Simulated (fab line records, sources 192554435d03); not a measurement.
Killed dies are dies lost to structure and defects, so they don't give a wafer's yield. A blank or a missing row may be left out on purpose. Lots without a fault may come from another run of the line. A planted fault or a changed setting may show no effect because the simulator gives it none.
fab line records | flow n5_finfet | part 2 of 2: steps 4 to 6 of 6
record lots=24 wafers=72 last_day=17
route steps=1938 shown WELL_APT@46 FIN_SAQP@125 FIN_CUT@164 STI_FIN_REVEAL@187
lots that met no fault: from a run of the same line without faults
start_h: hours from the record's first day to the start of the lot's first wafer shown | wait_h: hours since the lot's step before | " the same as in the row above | L1.1+2: a row that stands for several wafers | - no value, or no start given | * or withheld: withheld | < > ~ a bound
route shown NAME@n: a module of which the file shows steps, and the number in the route of the first | usual: mean/standard deviation of fault-free wafers | same: alike in all rows | chamber/n: place in a boat | sites: the reading at each site | _std_site: their standard deviation | _edge_site: outer sites' mean less inner sites' | radius_mm: how far each site lies from the wafer's centre | mask NAME#n: copy n | behind: the tool/chamber that last shaped the wafer | hold: why the lot was held/for how many hours/how that ended | device: the transistor (n, p or np) that didn't switch | end of line: the same wafers' tests at the end of the route | a step without rows: its recipe alone | killed: dies lost to structure and defects at the first sort, not the wafer's yield | map: a wafer's dies, x killed, . not, _ none there
set.NAME: the setting as run; set.NAME@STEP: as run at that earlier step | model.NAME: the simulator's own value behind a step, which no gauge read
steps of the route over a sample of lots; a table a step, a row a wafer
services: from which hour (start_h, from the record's first day; less than 0 if before it) a tool's chamber was out of use, for how many hours, and why
## steps
# step N5_FIN_SAQP_MANDREL_ETCH_58
# recipe chemistry=HBr/Cl2 target=a-Si target_depth_a=450 bt_time_s=10 stop_on=SiNx mask_material=SiO2 over_etch_frac=0.8 time_s=27 pressure_mtorr=10 icp_w=800 bias_w=75 HBr_flow_sccm=150 Cl2_flow_sccm=80 ends=end_point
# usual chamber_pressure_mTorr=9.999/0.0097 drypump_motor_current_A=5.5/0.38 mfc_cl2_sccm=80.01/0.23 oes_product_au=0.698/0.013 throttle_valve_pct=35.5/0.38
# columns lot.wafer tool chamber start_h wait_h chamber_pressure_mTorr drypump_motor_current_A mfc_cl2_sccm oes_product_au rf_hours_counter_h throttle_valve_pct
L074.2 rie_si-05 1 25.16 0.0 9.992 5.5 80.19 0.698 81 36.1
L074.3 " 2 " " 9.995 5.6 79.96 0.703 145 34.9
L074.5 " 1 " " 9.995 5.6 79.78 0.699 - 36.1
L075.1 rie_si-06 1 30.29 0.0 9.993 5.8 80.19 0.715 3 35.5
L075.3 " 3 " " 10.013 4.9 80.01 0.702 5 35.7
L075.5 " 2 " " 9.999 5.5 79.57 0.681 - 34.8
L076.1 rie_si-05 2 37.29 0.0 9.990 5.6 80.26 0.701 145 34.9
L076.3 " 0 " " 9.993 5.9 80.05 0.689 88 35.9
L076.5 " 0 " " 9.988 5.9 80.18 0.701 - 35.9
L077.1 rie_si-06 2 42.69 0.0 9.998 5.5 80.40 0.675 113 34.8
L077.3 " 1 " " 9.997 5.8 79.88 0.727 3 35.5
L077.6 " 0 " " 10.001 6.0 79.98 0.696 - 35.8
L078.1 rie_si-06 2 48.24 0.0 10.007 5.5 79.62 0.676 113 34.8
L078.3 " 0 " " 10.012 6.0 79.92 0.681 18 35.8
L078.6 " 2 " " 10.010 5.5 80.03 0.678 - 34.8
L079.1 rie_si-06 0 53.59 0.0 10.004 6.0 80.03 0.674 18 35.8
L079.3 " 1 " " 10.012 5.8 80.29 0.711 3 35.5
L079.6 " 1 " " 9.989 5.8 79.95 0.715 - 35.5
L080.1 rie_si-06 1 60.25 0.0 10.002 5.8 79.87 0.700 3 35.5
L080.3 " 3 " " 9.993 4.8 79.96 0.688 6 35.7
L080.5 " 3 " " 10.001 4.8 79.69 0.706 - 35.7
L081.2 rie_si-06 1 66.55 0.0 10.016 5.8 80.01 0.707 3 35.5
L081.3 " 0 " " 9.995 6.0 79.97 0.689 18 35.8
L081.5 " 1 " " 9.993 5.8 80.60 0.715 - 35.5
L082.1 rie_si-06 2 74.28 0.0 10.000 5.5 80.20 0.661 114 34.9
L082.2 " 1 " " 9.988 5.8 79.62 0.705 3 35.5
L082.3 " 3 " " 10.009 4.8 80.25 0.697 6 35.7
L083.2 rie_si-05 2 79.12 0.0 9.986 5.6 79.98 0.700 146 34.9
L083.4 " 1 " " 10.010 5.6 80.07 0.690 82 36.1
L083.5 " 3 " " 10.004 5.3 79.76 0.686 - 35.4
L084.2 rie_si-03 1 84.18 0.0 10.010 6.0 80.14 0.692 115 35.7
L084.3 " 2 " " 9.991 5.8 79.77 0.712 19 35.5
L084.5 " 0 " " 9.980 5.3 79.74 0.693 - 36.0
L085.3 rie_si-03 3 92.11 0.0 9.994 5.2 80.23 0.695 58 35.3
L085.4 " 2 " " 9.996 5.8 79.66 0.712 19 35.5
L085.6 " 2 " " 10.013 5.8 79.67 0.717 - 35.5
L086.1 rie_si-06 0 96.79 0.0 9.987 6.0 80.14 0.694 19 35.8
L086.3 " 3 " " 10.002 4.8 80.13 0.702 6 35.7
L086.4 " 2 " " 9.995 5.5 79.84 0.686 114 34.8
L087.1 rie_si-06 3 101.80 0.0 9.989 4.9 79.85 0.695 6 35.7
L087.3 " 1 " " 9.992 5.8 80.05 0.704 4 35.5
L087.6 " 3 " " 10.014 4.8 80.00 0.704 - 35.7
L088.1 rie_si-06 2 108.65 0.0 10.005 5.5 80.06 0.670 115 34.8
L088.3 " 1 " " 10.006 5.8 80.00 0.713 4 35.5
L088.5 " 3 " " 9.989 4.9 80.29 0.707 - 35.7
L089.4 rie_si-05 2 115.07 0.0 9.991 5.6 80.16 0.700 146 34.9
L089.5 " 2 " " 9.997 5.6 79.69 0.708 - 34.9
L089.6 " 1 " " 10.003 5.6 80.24 0.700 - 36.1
L090.1 rie_si-06 0 120.21 0.0 9.992 6.0 80.21 0.689 19 35.8
L090.2 " 3 " " 10.002 4.9 79.58 0.700 7 35.7
L090.5 " 1 " " 10.004 5.8 80.40 0.722 - 35.5
L091.2 rie_si-03 3 126.22 0.0 9.995 5.3 79.82 0.698 59 35.3
L091.3 " 2 " " 9.991 5.8 80.09 0.701 19 35.5
L091.4 " 1 " " 9.995 6.0 79.88 0.699 115 35.7
L092.2 rie_si-03 1 132.69 0.0 10.002 6.0 80.09 0.684 115 35.7
L092.5 " 1 " " 9.985 6.0 79.68 0.689 - 35.7
L092.6 " 0 " " 9.994 5.3 79.84 0.711 - 36.0
L093.2 rie_si-03 0 138.24 0.0 10.006 5.3 79.75 0.692 188 36.0
L093.4 " 1 " " 9.986 6.0 80.12 0.704 116 35.7
L093.5 " 3 " " 9.999 5.3 80.12 0.682 - 35.3
L094.1 rie_si-05 3 145.07 0.0 9.998 5.4 79.85 0.685 108 35.4
L094.4 " 0 " " 9.993 5.9 79.99 0.714 90 35.9
L094.6 " 0 " " 10.006 5.9 79.34 0.706 - 35.9
L095.1 rie_si-03 0 150.26 0.0 9.986 5.3 79.94 0.702 189 36.0
L095.3 " 1 " " 10.001 6.0 80.41 0.692 116 35.7
L095.4 " 3 " " 9.994 5.2 80.21 0.703 59 35.2
L096.1 rie_si-06 2 157.35 0.0 9.992 5.5 79.81 0.668 115 34.9
L096.3 " 0 " " 10.019 6.0 80.14 0.697 20 35.8
L096.4 " 1 " " 9.996 5.8 79.95 0.720 5 35.5
L097.2 rie_si-06 1 163.31 0.0 9.988 5.8 80.00 0.715 5 35.5
L097.5 " 0 " " 9.992 6.0 79.81 0.693 - 35.8
L097.6 " 2 " " 9.998 5.5 80.24 0.690 - 34.8
# step N5_FIN_CUT_OVL_MEAS_09
# recipe points_per_wafer=522
# usual FIN_CUT_OVL=0.1/0.65
# columns lot.wafer tool chamber start_h wait_h FIN_CUT_OVL[nm]
L074.2 overlay-02 0 27.63 0.0 0.5
L074.3 " 0 " " 0.0
L074.5 " 0 " " 1.3
L075.1 overlay-01 0 33.62 0.0 -0.1
L075.3 " 0 " " -0.4
L075.5 " 0 " " -1.5
L076.1 overlay-02 0 40.07 0.0 -0.5
L076.3 " 0 " " -0.3
L076.5 " 0 " " 0.0
L077.1 overlay-02 0 45.10 0.0 0.6
L077.3 " 0 " " 0.1
L077.6 " 0 " " 0.5
L078.1 overlay-01 0 50.65 0.0 -0.5
L078.3 " 0 " " 0.0
L078.6 " 0 " " 0.3
L079.1 overlay-01 0 56.39 0.0 -1.3
L079.3 " 0 " " -0.3
L079.6 " 0 " " 0.3
L080.1 overlay-01 0 62.77 0.0 0.0
L080.3 " 0 " " -0.8
L080.5 " 0 " " -0.3
L081.2 overlay-01 0 69.25 0.0 0.1
L081.3 " 0 " " 0.2
L081.5 " 0 " " -0.2
L082.1 overlay-01 0 77.73 0.0 0.2
L082.2 " 0 " " 0.8
L082.3 " 0 " " 0.4
L083.2 overlay-02 0 81.40 0.0 -0.1
L083.4 " 0 " " -0.1
L083.5 " 0 " " 0.4
L084.2 overlay-01 0 86.61 0.0 0.6
L084.3 " 0 " " 0.0
L084.5 " 0 " " 0.3
L085.3 overlay-02 0 94.59 0.0 -0.8
L085.4 " 0 " " 1.4
L085.6 " 0 " " 0.5
L086.1 overlay-02 0 99.10 0.0 0.8
L086.3 " 0 " " -0.2
L086.4 " 0 " " 0.5
L087.1 overlay-01 0 104.55 0.0 -1.2
L087.3 " 0 " " -0.9
L087.6 " 0 " " -0.8
L088.1 overlay-02 0 111.15 0.0 0.7
L088.3 " 0 " " 0.8
L088.5 " 0 " " 0.3
L089.4 overlay-01 0 117.52 0.0 0.4
L089.5 " 0 " " -0.1
L089.6 " 0 " " 0.7
L090.1 overlay-01 0 122.95 0.0 0.1
L090.2 " 0 " " 0.8
L090.5 " 0 " " 0.5
L091.2 overlay-02 0 129.91 0.0 -0.7
L091.3 " 0 " " 0.2
L091.4 " 0 " " -1.3
L092.2 overlay-01 0 135.55 0.0 0.1
L092.5 " 0 " " 0.8
L092.6 " 0 " " -0.9
L093.2 overlay-02 0 141.76 0.0 0.7
L093.4 " 0 " " 0.6
L093.5 " 0 " " 1.4
L094.1 overlay-02 0 147.67 0.0 0.0
L094.4 " 0 " " 0.1
L094.6 " 0 " " 0.6
L095.1 overlay-02 0 152.75 0.0 0.0
L095.3 " 0 " " -1.0
L095.4 " 0 " " -0.9
L096.1 overlay-01 0 161.15 0.0 0.4
L096.3 " 0 " " 0.2
L096.4 " 0 " " 0.9
L097.2 overlay-02 0 165.98 0.0 -1.5
L097.5 " 0 " " -1.0
L097.6 " 0 " " 0.0
# step N5_STI_FIN_REVEAL_CMP_04
# recipe stop_on=Si3N4 t_overpolish_s=4 down_force_psi=2 platen_rpm=54.18 post_cmp_clean=alkaline_brush pad_velocity_m_s=1.078 target_thk_nm=131.83
# usual motor_current_A=7.6/0.43 overpolish_run_s=4.001/0.0083 time_to_endpoint_s=104/6.6
# columns lot.wafer tool chamber start_h wait_h motor_current_A overpolish_run_s time_to_endpoint_s
L074.2 cmp-03 1 33.76 0.0 7.5 3.998 110
L074.3 " 3 " " 7.4 3.992 112
L074.5 " 1 " " 7.7 4.011 112
L075.3 cmp-03 1 40.44 0.1 7.7 3.991 105
L075.1 " 2 " " 7.2 4.012 99
L075.5 " 3 " " 7.6 3.986 103
L076.3 cmp-02 3 46.86 0.1 8.1 4.009 91
L076.1 " 0 " " 7.5 4.013 98
L076.5 " 3 " " 8.0 3.997 95
L077.1 cmp-01 0 51.87 0.0 7.8 3.997 107
L077.3 " 1 " " 9.0 3.996 122
L077.6 " 1 " " 8.9 3.994 121
L078.1 cmp-03 2 57.55 0.1 7.0 4.006 102
L078.3 " 3 " " 7.6 4.005 106
L078.6 " 1 " " 7.9 3.999 103
L079.1 cmp-02 0 64.22 0.0 7.3 3.992 102
L079.3 " 3 " " 7.5 4.006 98
L079.6 " 1 " " 7.8 3.996 119
L080.1 cmp-03 0 70.31 0.1 7.9 4.009 104
L080.3 " 1 " " 7.9 3.999 105
L080.5 " 3 " " 7.4 4.002 109
L081.3 cmp-03 0 75.53 0.0 7.6 3.996 103
L081.2 " 1 " " 8.1 4.001 105
L081.5 " 1 " " 7.6 3.994 110
L082.1 cmp-02 3 83.93 0.0 7.9 4.013 92
L082.2 " 0 " " 7.3 4.020 96
L082.3 " 2 " " 7.3 3.992 105
L083.4 cmp-02 1 87.57 0.1 8.1 3.999 111
L083.2 " 2 " " 7.2 4.010 104
L083.5 " 0 " " 7.3 3.994 95
L084.3 cmp-02 0 93.90 0.1 7.5 3.992 100
L084.2 " 2 " " 7.2 4.008 104
L084.5 " 3 " " 8.2 3.982 95
L085.3 cmp-02 3 101.73 0.1 7.8 3.994 96
L085.4 " 1 " " 7.8 4.003 115
L085.6 " 2 " " 7.0 3.982 105
L086.4 cmp-02 2 105.86 0.1 7.4 3.998 107
L086.3 " 3 " " 8.0 4.005 93
L086.1 " 0 " " 7.5 4.001 100
L087.3 cmp-02 3 111.36 0.0 7.5 4.011 93
L087.1 " 1 " " 8.0 4.001 115
L087.6 " 0 " " 7.4 4.011 96
L088.1 cmp-02 3 118.09 0.2 7.8 3.994 92
L088.3 " 0 " " 7.1 4.005 98
L088.5 " 1 " " 8.1 4.001 111
L089.4 cmp-03 0 123.72 0.0 8.4 4.011 99
L089.6 " 0 " " 7.8 4.008 99
L089.5 " 1 " " 7.7 4.004 107
L090.2 cmp-02 3 129.17 0.1 7.6 4.021 95
L090.1 " 0 " " 7.6 4.002 97
L090.5 " 2 " " 7.6 3.991 110
L091.2 cmp-03 1 136.10 0.0 7.9 4.004 109
L091.3 " 2 " " 6.9 4.011 103
L091.4 " 0 " " 7.9 3.999 101
L092.2 cmp-02 3 141.92 0.0 8.0 3.996 92
L092.5 " 3 " " 8.0 3.993 93
L092.6 " 0 " " 7.3 4.004 92
L093.2 cmp-02 2 148.00 0.1 7.1 4.015 104
L093.4 " 3 " " 7.8 3.999 98
L093.5 " 1 " " 7.9 3.996 118
L094.4 cmp-01 3 153.80 0.0 7.3 4.003 106
L094.1 " 0 " " 7.8 4.016 104
L094.6 " 3 " " 7.6 4.004 106
L095.3 cmp-03 2 159.01 0.1 7.2 3.998 101
L095.4 " 3 " " 7.4 4.004 105
L095.1 " 0 " " 8.0 4.007 97
L096.1 cmp-03 2 168.11 0.1 7.0 4.000 102
L096.3 " 3 " " 7.3 3.993 101
L096.4 " 0 " " 8.1 3.997 100
L097.2 cmp-03 1 173.24 0.1 7.8 4.009 109
L097.6 " 0 " " 7.9 3.997 99
L097.5 " 1 " " 7.9 4.005 111
## services
# columns tool chamber start_h hours kind
rie_si-05 2 -6.17 11.8 repair
ald_sin-02 - -1.18 0.7 repair
rie_diel-06 - 5.10 1.6 repair
rie_si-05 2 10.97 10.2 repair
rie_si-03 - 11.40 1.4 repair
cmp-03 - 11.50 1.1 repair
cmp-02 - 13.64 2.9 repair
cmp-02 - 30.08 13.6 pm
rie_si-06 - 42.80 2.8 pm
ald_sin-02 0 48.26 1.7 repair
cmp-03 - 48.29 6.8 repair
rie_si-03 1 51.92 2.9 repair
ald_sin-02 - 54.31 6.1 pm
rie_si-05 - 64.11 0.3 repair
rie_si-05 - 69.10 0.4 repair
ald_sin-02 3 69.88 3.5 repair
cmp-02 - 88.35 3.7 repair
rie_si-05 0 88.62 8.0 repair
ald_sin-02 3 95.33 2.5 repair
rie_si-03 2 99.67 9.3 repair
rie_si-06 2 119.28 4.6 repair
rie_si-06 3 157.78 6.6 repair
rie_si-03 - 171.10 8.5 repair
rie_si-05 - 171.24 14.6 pm
